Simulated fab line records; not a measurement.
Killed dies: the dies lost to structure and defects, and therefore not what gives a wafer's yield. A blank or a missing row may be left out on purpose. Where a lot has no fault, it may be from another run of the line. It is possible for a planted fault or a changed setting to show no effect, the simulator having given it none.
Chamber matching | flow nandHarc | 4 sister chambers for NHARC_A_CHANNEL_FILL_D1_ALD_14 on aldHk-04
The step deposits SiO2, target thk 2.5 nm, pulse time 10 s, ald cycles 25. 4 wafers are shown with their chamber, then 7 later ones without.

== EACH WAFER AND ITS CHAMBER ==
wafer  | chamber | heaterPowerW (W)
L082.2 | 0       | 494
L086.5 | 2       | 564
L088.2 | 1       | 474
L088.4 | 3       | 437

== WAFERS MISSING THEIR CHAMBER ==
wafer  | heaterPowerW (W)
L088.5 | 461
L095.1 | 433
L095.2 | 578
L095.5 | 461
L097.2 | 572
L097.3 | 472
L097.4 | 483

== WHICH CHAMBER EACH ONE RAN IN ==
wafer  | from the rows above     | in truth
L088.5 | can't be placed: 1 or 3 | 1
L095.1 | 3                       | 3
L095.2 | 2                       | 2
L095.5 | can't be placed: 1 or 3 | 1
L097.2 | 2                       | 2
L097.3 | 1                       | 1
L097.4 | can't be placed: 1 or 0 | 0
Correctly placed: 4 of 7. Can't be placed from these rows: 3 (the true chamber is among the candidates in 3). Placed wrongly: 0.
How it was worked out, from the rows above alone: a wafer's distance from a chamber is the root of the sum, over the readings, of the square of ((its reading less the chamber's mean) divided by the reading's scatter). The wafer belongs to the nearest chamber; if the next one is less than 2 further off, it can't be placed. For every chamber, the mean is computed from those of its wafers that are shown. The scatter: root of mean squared gap, hidden wafer to nearest shown wafer, with one shown wafer a chamber.
